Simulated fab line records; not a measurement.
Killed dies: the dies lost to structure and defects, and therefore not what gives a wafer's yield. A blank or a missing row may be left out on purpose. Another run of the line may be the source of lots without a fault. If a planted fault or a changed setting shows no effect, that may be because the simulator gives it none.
What tool caused it? + flow n5Finfet + 12 lots, 36 wafers sampled, at 4 steps of a route of 1938

## WHAT THE GAUGES READ, wafer by wafer
The record holds no reading of a measuring or inspecting step that can be judged against a usual standard deviation.

## WHICH TOOL RAN EACH LOT (tool, then ch and the chambers of the sampled wafers, then the start)
| lot  | N5_BEOL_M9_PRE_CLEAN_45     | N5_BEOL_M9_SURFACE_TREAT_79 | N5_BEOL_M10_PECVD_70            | N5_BEOL_M10_COAT_59              |
|------|-----------------------------|-----------------------------|---------------------------------|----------------------------------|
| L966 | pvdSputter-02, day 9 23:33  | pvdSputter-02, day 9 23:59  | pecvd-03 ch 0,1, day 10 02:31   | lithoTrack-03 ch 0, day 10 02:42 |
| L967 | pvdSputter-03, day 10 02:33 | pvdSputter-01, day 10 02:55 | pecvd-04 ch 0,1, day 10 04:53   | lithoTrack-01 ch 0, day 10 06:12 |
| L969 | pvdSputter-01, day 10 15:26 | pvdSputter-02, day 10 15:51 | pecvd-01 ch 1,2, day 10 19:18   | lithoTrack-01 ch 0, day 10 20:58 |
| L968 | pvdSputter-02, day 10 15:49 | pvdSputter-01, day 10 17:35 | pecvd-04 ch 0,2, day 10 19:51   | lithoTrack-02 ch 0, day 10 21:04 |
| L970 | pvdSputter-03, day 10 18:04 | pvdSputter-02, day 10 18:29 | pecvd-04 ch 1,2, day 10 20:46   | lithoTrack-01 ch 0, day 10 21:33 |
| L971 | pvdSputter-03, day 10 23:35 | pvdSputter-01, day 11 00:06 | pecvd-04 ch 0,1, day 11 03:35   | lithoTrack-01 ch 0, day 11 06:01 |
| L973 | pvdSputter-01, day 11 16:28 | pvdSputter-01, day 11 17:01 | pecvd-01 ch 0,1, day 11 19:10   | lithoTrack-01 ch 0, day 11 20:49 |
| L979 | pvdSputter-01, day 13 01:47 | pvdSputter-02, day 13 02:33 | pecvd-03 ch 0,1, day 13 04:47   | lithoTrack-03 ch 0, day 13 05:22 |
| L983 | pvdSputter-01, day 15 02:49 | pvdSputter-01, day 15 03:13 | pecvd-04 ch 0,1,2, day 15 05:25 | lithoTrack-01 ch 0, day 15 06:13 |
| L984 | pvdSputter-01, day 15 03:20 | pvdSputter-01, day 15 03:49 | pecvd-03 ch 0,2, day 15 07:11   | lithoTrack-01 ch 0, day 15 09:11 |
| L985 | pvdSputter-01, day 15 03:37 | pvdSputter-02, day 15 05:21 | pecvd-01 ch 0,2, day 15 07:40   | lithoTrack-02 ch 0, day 15 09:38 |
| L987 | pvdSputter-01, day 16 05:40 | pvdSputter-02, day 16 06:07 | pecvd-01 ch 0,2, day 16 08:22   | lithoTrack-03 ch 0, day 16 09:16 |
- N5_BEOL_M9_PRE_CLEAN_45: time 30 s.
- N5_BEOL_M9_SURFACE_TREAT_79
- N5_BEOL_M10_PECVD_70: deposits SiO2 from TEOS/O2, target thk 20 nm, time 22.7 s.
- N5_BEOL_M10_COAT_59: time 60 s, resist thk 100 nm.

## WHAT THE TOOLS THEMSELVES READ (means of the sampled wafers that have a number; where no wafer has one, the mark that the record gives instead)
N5_BEOL_M9_PRE_CLEAN_45. Usual: 349 W for heaterPowerW, sd 28.
| lot  | tool          | heaterPowerW (W) | flag |
|------|---------------|------------------|------|
| L966 | pvdSputter-02 | 328              |      |
| L967 | pvdSputter-03 | 352              |      |
| L969 | pvdSputter-01 | 361              |      |
| L968 | pvdSputter-02 | 323              |      |
| L970 | pvdSputter-03 | 305              |      |
| L971 | pvdSputter-03 | 302              |      |
| L973 | pvdSputter-01 | 347              |      |
| L979 | pvdSputter-01 | 364              |      |
| L983 | pvdSputter-01 | 371              |      |
| L984 | pvdSputter-01 | 376              |      |
| L985 | pvdSputter-01 | 355              |      |
| L987 | pvdSputter-01 | 372              |      |

N5_BEOL_M10_PECVD_70. Usual: heaterPowerW 696 W, standard deviation 130; showerheadPlenumPTorr 8.78 Torr, standard deviation 0.069; throttleValvePct 22.2 %, standard deviation 1.4.
| lot  | tool     | heaterPowerW (W) | showerheadPlenumPTorr (Torr) | throttleValvePct (%) | flag |
|------|----------|------------------|------------------------------|----------------------|------|
| L966 | pecvd-03 | 627              | 8.80                         | 23.5                 |      |
| L967 | pecvd-04 | 550              | 8.76                         | 21.3                 |      |
| L969 | pecvd-01 | 922              | 8.85                         | 23.2                 |      |
| L968 | pecvd-04 | 609              | 8.81                         | 20.8                 |      |
| L970 | pecvd-04 | 672              | 8.73                         | 21.3                 |      |
| L971 | pecvd-04 | 627              | 8.73                         | 21.5                 |      |
| L973 | pecvd-01 | 851              | 8.87                         | 23.2                 |      |
| L979 | pecvd-03 | 643              | 8.81                         | 23.3                 |      |
| L983 | pecvd-04 | 616              | 8.77                         | 21.3                 |      |
| L984 | pecvd-03 | 597              | 8.77                         | 22.3                 |      |
| L985 | pecvd-01 | 721              | 8.72                         | 21.8                 |      |
| L987 | pecvd-01 | 734              | 8.73                         | 21.9                 |      |

N5_BEOL_M10_COAT_59. Usual: 1499.8 rpm for spinSpeedRpm, sd 0.96.
| lot  | tool          | spinSpeedRpm (rpm) | flag |
|------|---------------|--------------------|------|
| L966 | lithoTrack-03 | 1499.4             |      |
| L967 | lithoTrack-01 | 1499.3             |      |
| L969 | lithoTrack-01 | 1498.4             |      |
| L968 | lithoTrack-02 | 1498.6             |      |
| L970 | lithoTrack-01 | 1314.6             | OFF  |
| L971 | lithoTrack-01 | 1315.0             | OFF  |
| L973 | lithoTrack-01 | 1314.6             | OFF  |
| L979 | lithoTrack-03 | 1499.4             |      |
| L983 | lithoTrack-01 | 1500.9             |      |
| L984 | lithoTrack-01 | 1499.7             |      |
| L985 | lithoTrack-02 | 1499.4             |      |
| L987 | lithoTrack-03 | 1500.9             |      |

## THE ANSWER, worked out from the rows above alone
Rule: take the mean of a lot's wafers that have a number; if it is more than 3 standard deviations from the usual mean, the lot is off. Also off: a lot with no number at a reading for which 4 or more lots have one. The other lots that the step has rows for count as sound. After the gauges, taken in route order, come the tools' own readings; for these a lot's mean is taken, as printed above. The first step at which some lot is off is used, and at that step the reading that is off furthest; a lot without a number counts as furthest.
Off at N5_BEOL_M10_COAT_59 (spinSpeedRpm): L970, L971, L973.
If a tool, at that step or one of the process steps before it, ran each lot that is off and ran no sound lot following the first of them, it fits. Not one of the candidates tried fits.

## WHAT THE SIMULATOR HAD PUT IN
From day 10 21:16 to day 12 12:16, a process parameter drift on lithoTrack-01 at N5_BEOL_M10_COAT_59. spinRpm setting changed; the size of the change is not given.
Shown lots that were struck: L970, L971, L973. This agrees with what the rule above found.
